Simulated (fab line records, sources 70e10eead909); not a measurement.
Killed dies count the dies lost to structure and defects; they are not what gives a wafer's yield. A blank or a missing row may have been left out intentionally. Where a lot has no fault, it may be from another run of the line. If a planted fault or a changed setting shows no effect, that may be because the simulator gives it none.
fab line records	flow nand_harc
record: lots: 24	wafers: 72	last_day: 33
route steps=1302 shown A_CHANNEL_FILL_D1@500 A_ONON_D2@557 A_CHANNEL_HOLE_D2@582
lots that met no fault: taken from a fault-free run of the same line
start_h: hours from the record's first day to the start of the lot's first wafer shown	wait_h: hours elapsed since this lot's preceding step	" as in the row above	L1.1+2: a single row standing in for several wafers	- no value present, or no start provided	* or withheld: withheld	< > ~ a bound
route shown NAME@n: NAME is a module with steps in the file, n the number in the route of the first one	usual: mean and standard deviation over wafers with no fault	same: alike in all rows	chamber/n: place in a boat	sites: per-site readings	_std_site: the values' standard deviation	_edge_site: inner sites' mean taken away from outer sites' mean	radius_mm: how far each site lies from the wafer's centre	mask NAME#n: copy n	behind: the tool/chamber that last shaped the wafer	hold: what put the lot on hold/how long, in hours/how the hold closed	device: transistor that didn't switch, given as n, p or np	end of line: the same wafers' tests at the end of the route	a step without rows: its recipe alone	killed: dies that structure and defects cost at the first sort, which is not the same as the wafer's yield	map: dies across one wafer; x = killed, . = not, _ = none there
set.NAME: the setting that was run; set.NAME@STEP: the one run at that earlier step	model.NAME: the simulator's own value behind a step, which no gauge read
steps of the route over a sample of lots; a table a step, a row a wafer
services: a tool's chamber out of use, with start hour (start_h, from the record's first day; less than 0 if before it), hours out, and reason
== steps ==
step: NHARC_A_CHANNEL_FILL_D1_ETCHBACK_20
recipe: target_depth_a: 270	time_s: 13.5	c4f8_flow_sccm: withheld	o2_flow_sccm: 8	ar_flow_sccm: withheld	rf_w: 600	bias_w: 1500	chemistry: C4F8/O2/Ar
usual: oes_product_au: 0.97/0.037	rf_vpp_V: 979/5
lot.wafer	tool	chamber	start_h	wait_h	oes_product_au	rf_hours_counter_h	rf_vpp_V
L074.1	rie_diel-10	1	202.11	-	0.93	7.4	973
L074.2	"	2	"	"	0.91	8.8	984
L074.4	"	0	"	"	0.93	7.6	977
L075.2	rie_diel-11	2	219.28	-	0.92	6.6	982
L075.6	"	1	"	"	0.91	-	983
L075.5	"	2	"	"	0.92	-	984
L076.2	rie_diel-11	0	231.06	-	0.93	8.5	978
L076.1	"	2	"	"	0.92	8.2	982
L076.5	"	1	"	"	0.93	-	983
L077.2	rie_diel-09	2	241.97	-	0.93	3.3	986
L077.3	"	0	"	"	0.92	3.4	983
L077.6	"	3	"	"	0.92	-	979
L078.1	rie_diel-09	2	253.21	-	1.00	4.5	985
L078.3	"	1	"	"	0.99	4.0	981
L078.5	"	3	"	"	0.98	-	978
L079.2	rie_diel-09	1	264.37	-	0.94	4.5	979
L079.6	"	1	"	"	0.94	-	981
L079.5	"	2	"	"	0.94	-	985
L080.3	rie_diel-10	3	272.54	-	1.01	1.3	969
L080.1	"	0	"	"	1.01	0.3	977
L080.5	"	0	"	"	1.01	-	977
L082.4	rie_diel-10	2	289.89	-	1.00	2.0	983
L082.1	"	1	"	"	1.00	2.3	971
L082.6	"	2	"	"	1.01	-	984
L081.3	rie_diel-09	2	289.90	-	0.93	6.8	986
L081.4	"	3	"	"	0.93	5.7	978
L081.6	"	1	"	"	0.94	-	979
L083.4	rie_diel-09	2	309.38	-	0.93	7.9	986
L083.2	"	1	"	"	0.94	7.3	978
L083.6	"	2	"	"	0.93	-	987
L084.2	rie_diel-10	1	322.57	-	0.99	4.7	972
L084.3	"	0	"	"	1.01	3.0	977
L084.5	"	1	"	"	1.00	-	972
L085.2	rie_diel-11	3	322.58	-	1.01	2.7	975
L085.1	"	1	"	"	1.01	2.6	983
L085.3	"	2	"	"	1.01	2.5	982
L086.3	rie_diel-11	0	335.42	-	1.01	3.2	977
L086.5	"	3	"	"	1.00	-	975
L086.6	"	1	"	"	1.01	-	983
L088.4	rie_diel-11	1	356.78	-	0.92	3.6	983
L088.6	"	1	"	"	0.92	-	983
L088.5	"	2	"	"	0.93	-	983
L087.2	rie_diel-09	2	356.79	-	0.98	0.9	986
L087.1	"	3	"	"	0.97	0.9	979
L087.6	"	1	"	"	1.00	-	979
L089.3	rie_diel-09	1	365.95	-	1.03	1.2	980
L089.1	"	0	"	"	0.99	1.3	984
L089.6	"	2	"	"	1.00	-	985
L090.3	rie_diel-09	1	370.24	-	1.00	1.5	979
L090.1	"	3	"	"	0.99	1.8	978
L090.5	"	2	"	"	1.00	-	985
L091.3	rie_diel-10	3	381.86	-	0.99	8.7	969
L091.4	"	0	"	"	0.99	8.4	977
L091.6	"	3	"	"	0.99	-	969
L092.3	rie_diel-10	3	393.69	-	0.92	9.3	971
L092.2	"	0	"	"	0.93	9.0	976
L092.1	"	2	"	"	0.93	10.3	983
L093.1	rie_diel-09	3	396.85	-	0.99	2.6	979
L093.3	"	1	"	"	1.01	2.4	980
L093.2	"	2	"	"	1.00	2.1	985
L094.2	rie_diel-11	1	408.80	-	0.93	5.6	983
L094.4	"	2	"	"	0.92	5.8	984
L094.1	"	3	"	"	0.93	5.9	975
L095.2	rie_diel-09	1	417.22	-	0.95	3.6	980
L095.3	"	2	"	"	0.93	3.5	985
L095.6	"	2	"	"	0.94	-	985
L096.2	rie_diel-10	0	434.54	-	1.00	0.2	976
L096.1	"	1	"	"	1.02	0.1	972
L096.6	"	0	"	"	0.99	-	977
L097.2	rie_diel-10	0	438.53	-	1.01	0.6	976
L097.3	"	2	"	"	1.01	0.5	983
L097.6	"	0	"	"	1.00	-	976
step: NHARC_A_CHANNEL_FILL_D1_CMP_10
recipe: target_thk_nm: 150
usual: motor_current_A: 11.8/1.2	pad_life_wafers: 127/95	time_to_endpoint_s: 15.6/2.6
lot.wafer	tool	chamber	start_h	wait_h	motor_current_A	pad_life_wafers	time_to_endpoint_s
L074.1	cmp-04	0	225.38	0.4	12.9	43	17.8
L074.2	"	1	"	"	12.4	44	17.6
L074.4	"	2	"	"	10.4	45	13.0
L075.2	cmp-04	1	242.39	0.4	11.8	108	14.9
L075.5	"	1	"	"	11.8	-	15.2
L075.6	"	2	"	"	11.1	-	13.4
L076.2	cmp-01	1	256.74	0.4	10.7	264	16.5
L076.1	"	3	"	"	10.2	266	19.8
L076.5	"	2	"	"	11.9	-	16.6
L077.2	cmp-02	3	265.16	0.4	13.7	98	12.3
L077.3	"	0	"	"	11.5	99	19.8
L077.6	"	2	"	"	10.9	-	12.2
L078.3	cmp-02	2	276.65	0.4	11.8	144	12.8
L078.1	"	1	"	"	11.0	147	12.0
L078.5	"	3	"	"	14.1	-	12.4
L079.2	cmp-02	1	287.70	0.4	10.9	183	11.9
L079.5	"	2	"	"	12.1	-	14.1
L079.6	"	3	"	"	13.6	-	9.3
L080.1	cmp-01	3	296.64	0.4	10.3	42	18.2
L080.3	"	2	"	"	11.2	45	13.7
L080.5	"	3	"	"	10.5	-	17.6
L081.3	cmp-04	2	313.12	0.4	11.2	6	9.2
L081.4	"	1	"	"	11.8	9	16.8
L081.6	"	2	"	"	11.1	-	10.0
L082.1	cmp-01	2	313.15	0.4	11.8	121	15.7
L082.4	"	0	"	"	10.7	123	17.8
L082.6	"	1	"	"	11.0	-	16.4
L083.2	cmp-02	2	335.14	0.4	11.4	2	13.2
L083.4	"	3	"	"	13.9	3	11.9
L083.6	"	1	"	"	10.9	-	10.6
L084.3	cmp-04	3	345.65	0.4	14.1	114	15.2
L084.2	"	0	"	"	12.4	115	16.8
L084.5	"	0	"	"	12.6	-	16.1
L085.3	cmp-01	1	345.67	0.4	11.5	247	18.7
L085.2	"	2	"	"	11.5	248	16.5
L085.1	"	3	"	"	10.9	249	18.1
L086.3	cmp-02	0	359.43	0.4	11.8	98	16.9
L086.5	"	2	"	"	11.1	-	12.4
L086.6	"	3	"	"	13.9	-	13.0
L087.1	cmp-02	3	380.04	0.4	14.2	164	17.0
L087.2	"	0	"	"	12.5	165	20.7
L087.6	"	2	"	"	10.9	-	17.8
L088.4	cmp-01	2	380.06	0.4	11.6	387	15.9
L088.6	"	3	"	"	10.6	-	18.2
L088.5	"	0	"	"	10.9	-	14.9
L090.1	cmp-01	3	390.27	0.4	9.8	12	19.0
L090.3	"	2	"	"	11.2	15	14.9
L090.5	"	0	"	"	10.8	-	15.7
L089.1	cmp-04	3	390.29	0.4	13.5	295	13.0
L089.3	"	0	"	"	12.0	296	17.5
L089.6	"	2	"	"	11.9	-	12.7
L091.3	cmp-01	1	405.33	0.4	10.9	66	20.1
L091.4	"	3	"	"	10.3	68	21.9
L091.6	"	2	"	"	11.0	-	16.7
L093.3	cmp-01	0	417.00	0.4	10.8	127	16.0
L093.1	"	1	"	"	11.0	128	14.5
L093.2	"	2	"	"	11.4	129	13.4
L092.3	cmp-04	1	417.02	0.4	12.4	42	17.0
L092.1	"	3	"	"	14.0	44	13.2
L092.2	"	0	"	"	12.2	45	16.4
L094.1	cmp-04	3	432.30	0.4	14.6	103	15.6
L094.2	"	0	"	"	12.4	104	17.4
L094.4	"	1	"	"	12.1	105	18.1
L095.3	cmp-04	2	441.31	0.4	10.9	121	14.8
L095.2	"	3	"	"	14.1	122	16.5
L095.6	"	2	"	"	11.6	-	15.3
L096.2	cmp-02	0	457.88	0.4	12.2	50	18.7
L096.1	"	1	"	"	11.1	51	12.5
L096.6	"	2	"	"	12.1	-	14.8
L097.3	cmp-04	0	461.71	0.4	12.5	198	16.1
L097.2	"	1	"	"	11.8	199	20.8
L097.6	"	1	"	"	11.9	-	17.0
step: NHARC_A_ONON_D2_THK_MEAS_18
recipe: thk_meas_gauge: ellipsometry
usual: thk_nm: 1002/8
lot.wafer	tool	chamber	start_h	wait_h	thk_nm
L074.1	film_metro-02	-	271.87	-	1016
L074.2	"	-	"	"	1017
L074.4	"	-	"	"	1017
L075.2	film_metro-02	-	289.62	-	1003
L075.5	"	-	"	"	1003
L075.6	"	-	"	"	1004
L076.1	film_metro-01	-	303.03	-	1012
L076.2	"	-	"	"	1011
L076.5	"	-	"	"	1012
L077.2	film_metro-01	-	308.97	-	1002
L077.3	"	-	"	"	1000
L077.6	"	-	"	"	1001
L078.1	film_metro-02	-	322.10	-	1015
L078.3	"	-	"	"	1014
L078.5	"	-	"	"	1013
L079.2	film_metro-01	-	336.45	-	990
L079.5	"	-	"	"	988
L079.6	"	-	"	"	991
L080.1	film_metro-01	-	348.73	-	994
L080.3	"	-	"	"	994
L080.5	"	-	"	"	993
L081.3	film_metro-02	-	358.19	-	989
L081.4	"	-	"	"	991
L081.6	"	-	"	"	989
L082.1	film_metro-01	-	358.19	-	1016
L082.4	"	-	"	"	1016
L082.6	"	-	"	"	1015
L083.2	film_metro-01	-	384.63	-	995
L083.4	"	-	"	"	996
L083.6	"	-	"	"	995
L084.2	film_metro-02	-	392.37	-	1001
L084.3	"	-	"	"	1001
L084.5	"	-	"	"	1001
L085.1	film_metro-01	-	392.37	-	987
L085.2	"	-	"	"	990
L085.3	"	-	"	"	988
L086.3	film_metro-02	-	408.31	-	1003
L086.5	"	-	"	"	1003
L086.6	"	-	"	"	1004
L087.1	film_metro-01	-	426.85	-	1000
L087.2	"	-	"	"	1000
L087.6	"	-	"	"	1001
L088.4	film_metro-02	-	426.85	-	1006
L088.5	"	-	"	"	1007
L088.6	"	-	"	"	1009
L090.1	film_metro-01	-	438.76	-	1011
L090.3	"	-	"	"	1012
L090.5	"	-	"	"	1010
L089.1	film_metro-02	-	438.77	-	998
L089.3	"	-	"	"	1001
L089.6	"	-	"	"	1001
L091.3	film_metro-02	-	454.30	-	998
L091.4	"	-	"	"	998
L091.6	"	-	"	"	997
L092.1	film_metro-02	-	466.35	-	1002
L092.2	"	-	"	"	1002
L092.3	"	-	"	"	1001
L093.1	film_metro-01	-	466.35	-	1000
L093.2	"	-	"	"	999
L093.3	"	-	"	"	996
L094.1	film_metro-02	-	477.45	-	1007
L094.2	"	-	"	"	1009
L094.4	"	-	"	"	1009
L095.2	film_metro-01	-	484.78	-	998
L095.3	"	-	"	"	998
L095.6	"	-	"	"	999
L096.1	film_metro-02	-	508.46	-	1007
L096.2	"	-	"	"	1005
L096.6	"	-	"	"	1005
L097.2	film_metro-01	-	508.47	-	995
L097.3	"	-	"	"	995
L097.6	"	-	"	"	995
step: NHARC_A_CHANNEL_HOLE_D2_CD_MEAS_10
recipe: target_cd_nm: 100	landing_energy_ev: 500
usual: cd_nm: 100.2/0.51
lot.wafer	tool	chamber	start_h	wait_h	cd_nm
L074.1	cd_sem-03	0	277.65	-	99.9
L074.2	"	0	"	"	100.4
L074.4	"	0	"	"	100.6
L075.2	cd_sem-02	0	295.14	-	100.2
L075.5	"	0	"	"	100.3
L075.6	"	0	"	"	99.6
L076.1	cd_sem-02	0	312.55	-	99.1
L076.2	"	0	"	"	99.8
L076.5	"	0	"	"	99.8
L077.2	cd_sem-01	0	320.70	-	100.2
L077.3	"	0	"	"	101.2
L077.6	"	0	"	"	100.6
L078.1	cd_sem-02	0	328.92	-	101.2
L078.3	"	0	"	"	100.3
L078.5	"	0	"	"	100.9
L079.2	cd_sem-01	0	343.54	-	100.1
L079.5	"	0	"	"	99.7
L079.6	"	0	"	"	99.9
L080.1	cd_sem-01	0	355.36	-	99.8
L080.3	"	0	"	"	100.2
L080.5	"	0	"	"	99.9
L081.3	cd_sem-02	0	365.66	-	100.9
L081.4	"	0	"	"	100.5
L081.6	"	0	"	"	101.4
L082.1	cd_sem-03	0	367.17	-	99.6
L082.4	"	0	"	"	99.6
L082.6	"	0	"	"	99.8
L083.2	cd_sem-01	0	390.17	-	100.4
L083.4	"	0	"	"	101.3
L083.6	"	0	"	"	101.0
L085.1	cd_sem-03	0	399.06	-	100.3
L085.2	"	0	"	"	99.6
L085.3	"	0	"	"	99.8
L084.2	cd_sem-01	0	399.40	-	99.1
L084.3	"	0	"	"	100.4
L084.5	"	0	"	"	99.9
L086.3	cd_sem-03	0	413.70	-	100.3
L086.5	"	0	"	"	100.1
L086.6	"	0	"	"	100.1
L088.4	cd_sem-02	0	442.89	-	100.5
L088.5	"	0	"	"	100.1
L088.6	"	0	"	"	100.2
L087.1	cd_sem-03	0	443.05	-	100.4
L087.2	"	0	"	"	100.3
L087.6	"	0	"	"	100.3
L089.1	cd_sem-02	0	447.28	-	100.1
L089.3	"	0	"	"	100.4
L089.6	"	0	"	"	100.3
L090.1	cd_sem-01	0	447.46	-	100.5
L090.3	"	0	"	"	101.3
L090.5	"	0	"	"	100.7
L091.3	cd_sem-02	0	462.44	-	99.5
L091.4	"	0	"	"	99.1
L091.6	"	0	"	"	98.9
L092.1	cd_sem-01	0	471.94	-	101.0
L092.2	"	0	"	"	101.0
L092.3	"	0	"	"	100.7
L093.1	cd_sem-01	0	472.97	-	100.1
L093.2	"	0	"	"	100.5
L093.3	"	0	"	"	100.7
L094.1	cd_sem-02	0	484.08	-	100.7
L094.2	"	0	"	"	99.8
L094.4	"	0	"	"	100.5
L095.2	cd_sem-01	0	492.35	-	100.4
L095.3	"	0	"	"	100.9
L095.6	"	0	"	"	100.0
L096.1	cd_sem-02	0	513.89	-	100.1
L096.2	"	0	"	"	100.7
L096.6	"	0	"	"	100.0
L097.2	cd_sem-03	0	514.31	-	100.1
L097.3	"	0	"	"	100.3
L097.6	"	0	"	"	99.8
step: NHARC_A_CHANNEL_HOLE_D2_ETCH_34
recipe: target_depth_a: 1540	time_s: 77	cf4_flow_sccm: 100	chf3_flow_sccm: 30	ar_flow_sccm: 0	rf_w: 500	bias_w: 200	chemistry: CF4/CHF3
usual: drypump_motor_current_A: 5.8/0.48	oes_product_au: 0.972/0.015	rf_vpp_V: 371.0/2.2	showerhead_plenum_p_Torr: 1.58/0.063	throttle_valve_pct: 16.802/0.0087
lot.wafer	tool	chamber	start_h	wait_h	drypump_motor_current_A	oes_product_au	rf_hours_counter_h	rf_vpp_V	showerhead_plenum_p_Torr	throttle_valve_pct
L074.1	rie_diel-08	2	-	-	6.8	0.976	4.2	374.6	1.68	16.784
L074.2	"	3	"	"	5.0	0.979	3.0	370.9	1.57	16.813
L074.4	"	1	"	"	5.6	0.958	4.0	373.1	1.65	16.802
L075.2	rie_diel-13	3	-	-	6.8	0.972	5.9	369.2	1.58	16.806
L075.6	"	3	"	"	6.8	0.966	-	370.8	1.58	16.807
L075.5	"	1	"	"	5.8	0.971	-	371.7	1.60	16.780
L076.2	rie_diel-07	3	-	-	5.7	0.950	0.2	368.7	1.49	16.814
L076.1	"	0	"	"	6.0	0.966	0.2	368.8	1.52	16.801
L076.5	"	2	"	"	5.2	0.960	-	371.2	1.57	16.793
L077.3	rie_diel-07	2	-	-	5.2	0.956	1.9	369.9	1.57	16.818
L077.2	"	1	"	"	6.3	0.963	1.4	373.5	1.68	16.793
L077.6	"	2	"	"	5.2	0.962	-	370.7	1.57	16.786
L078.3	rie_diel-13	2	-	-	5.8	0.949	6.9	367.8	1.50	16.803
L078.1	"	0	"	"	5.5	0.956	8.1	370.2	1.58	16.811
L078.5	"	1	"	"	5.8	0.970	-	371.8	1.60	16.810
L079.2	rie_diel-07	2	-	-	5.2	0.957	2.8	372.0	1.57	16.800
L079.6	"	3	"	"	5.7	0.955	-	366.5	1.49	16.795
L079.5	"	0	"	"	5.9	0.954	-	368.6	1.52	16.802
L080.3	rie_diel-13	1	-	-	5.8	0.985	0.1	372.4	1.60	16.811
L080.1	"	0	"	"	5.5	0.986	0.2	371.5	1.58	16.797
L080.5	"	1	"	"	5.8	0.995	-	371.3	1.60	16.795
L081.4	rie_diel-08	0	-	-	5.9	0.992	7.0	372.3	1.65	16.805
L081.3	"	1	"	"	5.5	0.976	10.2	373.5	1.64	16.795
L081.6	"	0	"	"	5.9	0.990	-	374.9	1.65	16.807
L082.4	rie_diel-13	1	-	-	5.8	1.001	1.3	372.9	1.60	16.817
L082.1	"	0	"	"	5.5	0.971	1.3	371.3	1.58	16.794
L082.6	"	1	"	"	5.8	1.002	-	371.3	1.60	16.806
L083.2	rie_diel-07	0	-	-	6.0	0.938	4.9	370.3	1.52	16.802
L083.4	"	2	"	"	5.2	0.959	-	369.8	1.57	16.794
L083.6	"	3	"	"	5.6	0.955	-	369.0	1.49	16.794
L085.3	rie_diel-07	2	-	-	5.2	0.965	6.6	371.8	1.57	16.808
L085.2	"	0	"	"	5.9	0.967	6.4	369.0	1.52	16.809
L085.1	"	1	"	"	6.3	0.980	5.6	374.5	1.68	16.810
L084.3	rie_diel-08	3	-	-	5.0	0.971	1.0	369.2	1.56	16.801
L084.2	"	1	"	"	5.5	0.976	1.4	373.4	1.64	16.805
L084.5	"	2	"	"	6.8	0.997	-	374.7	1.68	16.817
L086.3	rie_diel-13	0	-	-	5.5	0.980	3.3	372.2	1.58	16.803
L086.5	"	0	"	"	5.5	0.974	-	370.5	1.58	16.808
L086.6	"	1	"	"	5.7	0.993	-	371.6	1.60	16.803
L088.4	rie_diel-07	0	-	-	6.0	0.957	7.4	368.1	1.52	16.792
L088.5	"	0	"	"	5.9	0.963	-	368.4	1.52	16.799
L088.6	"	1	"	"	6.3	0.958	-	373.2	1.68	16.805
L087.1	rie_diel-08	0	-	-	5.9	0.981	4.4	373.0	1.65	16.805
L087.2	"	1	"	"	5.6	0.967	4.3	373.4	1.64	16.796
L087.6	"	3	"	"	5.0	0.969	-	371.6	1.56	16.799
L089.3	rie_diel-13	3	-	-	6.8	0.993	4.3	370.7	1.58	16.786
L089.1	"	0	"	"	5.5	0.983	4.4	370.7	1.58	16.797
L089.6	"	2	"	"	5.8	0.995	-	367.2	1.50	16.807
L090.1	rie_diel-07	1	-	-	6.3	0.954	8.0	374.1	1.68	16.790
L090.3	"	3	"	"	5.7	0.970	10.0	368.2	1.49	16.809
L090.5	"	2	"	"	5.2	0.978	-	371.9	1.57	16.798
L091.3	rie_diel-13	2	-	-	5.8	0.964	5.0	368.5	1.50	16.790
L091.4	"	0	"	"	5.5	0.980	5.4	372.1	1.58	16.789
L091.6	"	2	"	"	5.8	0.974	-	369.4	1.50	16.791
L092.1	rie_diel-13	1	-	-	5.8	0.968	7.3	370.7	1.59	16.803
L092.3	"	2	"	"	5.8	0.963	6.3	367.0	1.50	16.788
L092.2	"	0	"	"	5.5	0.982	7.1	371.3	1.58	16.803
L093.2	rie_diel-08	2	-	-	6.8	0.988	6.7	373.7	1.68	16.789
L093.3	"	3	"	"	5.0	0.999	6.8	368.8	1.56	16.797
L093.1	"	1	"	"	5.5	0.955	6.2	372.8	1.64	16.802
L094.4	rie_diel-08	0	-	-	5.9	0.984	7.1	373.0	1.65	16.795
L094.1	"	1	"	"	5.6	0.968	6.8	372.4	1.64	16.817
L094.2	"	3	"	"	5.1	0.971	7.6	369.6	1.56	16.807
L095.3	rie_diel-13	2	-	-	5.8	0.972	7.7	367.2	1.50	16.804
L095.2	"	1	"	"	5.8	0.982	9.0	370.6	1.59	16.810
L095.6	"	1	"	"	5.8	0.977	-	372.0	1.59	16.799
L096.2	rie_diel-07	1	-	-	6.3	0.952	0.9	374.4	1.68	16.805
L096.1	"	3	"	"	5.7	0.955	0.9	367.6	1.49	16.801
L096.6	"	1	"	"	6.3	0.948	-	373.7	1.68	16.815
L097.2	rie_diel-08	1	-	-	5.5	0.953	8.0	373.2	1.64	16.804
L097.3	"	2	"	"	6.8	0.966	8.3	373.5	1.68	16.806
L097.6	"	1	"	"	5.5	0.962	-	373.2	1.64	16.804
step: NHARC_A_CHANNEL_HOLE_D2_ETCH_26
recipe: bias_v: 300	source_w: 2000	pressure_mtorr: 30	time_s: 224.1	ar_flow_sccm: 375	c4f8_flow_sccm: 11.4	o2_flow_sccm: 113.6	temp_c: -20	target_depth_a: 3000	chemistry: C4F8/O2/Ar
usual: drypump_motor_current_A: 5.68/0.28	showerhead_plenum_p_Torr: 3.68/0.031	throttle_valve_pct: 24.585/0.0094
lot.wafer	tool	chamber	start_h	wait_h	drypump_motor_current_A	rf_hours_counter_h	showerhead_plenum_p_Torr	throttle_valve_pct
L074.2	har_etch-01	1	282.85	0.7	5.64	145	3.69	24.593
L074.1	"	0	"	"	5.63	145	3.75	24.598
L074.4	"	1	"	"	5.67	-	3.69	24.589
L075.2	har_etch-02	0	300.42	0.6	5.31	367	3.71	24.588
L075.5	"	1	"	"	6.08	-	3.73	24.600
L075.6	"	0	"	"	5.31	-	3.71	24.581
L076.2	har_etch-02	1	317.68	0.7	6.03	375	3.73	24.590
L076.1	"	0	"	"	5.32	375	3.70	24.602
L076.5	"	1	"	"	6.03	-	3.73	24.580
L077.2	har_etch-01	1	325.86	0.6	5.69	168	3.68	24.595
L077.3	"	0	"	"	5.63	-	3.74	24.581
L077.6	"	0	"	"	5.63	-	3.74	24.589
L078.1	har_etch-02	0	334.45	0.7	5.32	386	3.70	24.585
L078.3	"	1	"	"	6.04	-	3.72	24.575
L078.5	"	1	"	"	6.04	-	3.72	24.583
L079.2	har_etch-02	1	348.68	0.7	6.07	394	3.72	24.568
L079.6	"	1	"	"	6.12	-	3.72	24.590
L079.5	"	0	"	"	5.35	-	3.69	24.583
L080.1	har_etch-01	0	360.51	0.7	5.64	187	3.73	24.579
L080.3	"	1	"	"	5.64	-	3.67	24.583
L080.5	"	1	"	"	5.65	-	3.67	24.592
L081.3	har_etch-01	0	371.33	0.5	5.64	-	3.72	24.582
L081.4	"	1	"	"	5.67	-	3.66	24.591
L081.6	"	1	"	"	5.65	-	3.66	24.577
L082.1	har_etch-02	0	374.21	0.6	5.34	409	3.68	24.576
L082.4	"	0	"	"	5.32	-	3.69	24.572
L082.6	"	0	"	"	5.32	-	3.69	24.586
L083.2	har_etch-02	0	399.14	0.7	5.33	4	3.68	24.586
L083.4	"	0	"	"	5.34	-	3.68	24.588
L083.6	"	0	"	"	5.32	-	3.68	24.591
L085.1	har_etch-02	0	404.20	0.7	5.33	8	3.68	24.572
L085.2	"	1	"	"	6.00	8	3.70	24.589
L085.3	"	0	"	"	5.30	-	3.68	24.574
L084.2	har_etch-01	1	405.84	0.6	5.65	221	3.65	24.589
L084.3	"	0	"	"	5.64	-	3.71	24.598
L084.5	"	1	"	"	5.65	-	3.65	24.582
L086.3	har_etch-02	0	418.94	0.4	5.33	-	3.68	24.580
L086.6	"	1	"	"	6.11	-	3.70	24.598
L086.5	"	0	"	"	5.33	-	3.68	24.593
L088.4	har_etch-02	0	449.35	0.5	5.34	-	3.67	24.581
L088.5	"	0	"	"	5.32	-	3.67	24.573
L088.6	"	1	"	"	6.07	-	3.69	24.609
L087.1	har_etch-01	0	450.14	0.7	5.63	244	3.69	24.586
L087.2	"	1	"	"	5.67	244	3.64	24.595
L087.6	"	0	"	"	5.63	-	3.69	24.591
L089.1	har_etch-02	0	453.49	0.6	5.33	34	3.67	24.565
L089.3	"	1	"	"	6.11	-	3.69	24.568
L089.6	"	1	"	"	6.10	-	3.69	24.591
L090.1	har_etch-01	1	454.36	0.6	5.64	248	3.63	24.582
L090.3	"	1	"	"	5.64	-	3.63	24.585
L090.5	"	0	"	"	5.65	-	3.69	24.584
L091.3	har_etch-02	1	467.65	0.5	6.08	-	3.68	24.599
L091.4	"	0	"	"	5.33	-	3.66	24.602
L091.6	"	0	"	"	5.34	-	3.66	24.591
L092.1	har_etch-01	1	477.10	0.7	5.65	263	3.62	24.581
L092.2	"	0	"	"	5.63	263	3.68	24.584
L092.3	"	1	"	"	5.65	-	3.63	24.588
L093.1	har_etch-02	0	478.11	0.7	5.33	53	3.65	24.575
L093.2	"	1	"	"	6.08	53	3.68	24.577
L093.3	"	1	"	"	6.08	-	3.68	24.570
L094.1	har_etch-01	1	489.24	0.7	5.66	271	3.62	24.588
L094.2	"	0	"	"	5.63	271	3.68	24.591
L094.4	"	1	"	"	5.65	-	3.62	24.589
L095.2	har_etch-02	0	497.72	0.7	5.32	65	3.65	24.585
L095.3	"	1	"	"	6.05	-	3.67	24.587
L095.6	"	0	"	"	5.33	-	3.65	24.578
L096.2	har_etch-02	1	519.26	0.7	6.09	69	3.67	24.593
L096.1	"	0	"	"	5.33	69	3.65	24.585
L096.6	"	0	"	"	5.32	-	3.65	24.583
L097.2	har_etch-01	1	519.50	0.6	5.64	282	3.61	24.581
L097.3	"	0	"	"	5.65	-	3.67	24.582
L097.6	"	1	"	"	5.65	-	3.61	24.587
== services ==
tool	chamber	start_h	hours	kind
rie_diel-13	0	190.23	5.5	repair
cmp-04	-	209.00	4.0	pm
rie_diel-13	0	216.19	6.8	repair
rie_diel-09	3	275.11	9.4	repair
rie_diel-13	0	283.41	4.2	repair
rie_diel-13	2	294.65	1.3	repair
cmp-04	-	307.00	4.0	pm
rie_diel-13	2	308.50	5.5	repair
rie_diel-09	-	320.15	9.0	pm
rie_diel-13	-	342.01	9.0	pm
cmp-04	-	364.80	0.2	repair
rie_diel-13	0	374.47	11.8	repair
rie_diel-09	2	377.73	7.3	repair
har_etch-02	-	378.38	17.0	pm
cmp-04	-	379.55	0.2	repair
cmp-04	-	384.33	0.7	repair
cmp-04	-	396.15	0.9	repair
rie_diel-09	2	430.54	1.7	repair
rie_diel-09	1	442.83	5.2	repair
rie_diel-09	-	443.49	1.4	repair
rie_diel-09	0	444.95	6.4	repair
rie_diel-09	0	465.32	2.1	repair
rie_diel-09	-	497.15	9.0	pm
rie_diel-09	0	510.14	4.2	repair
== key ==
fault none
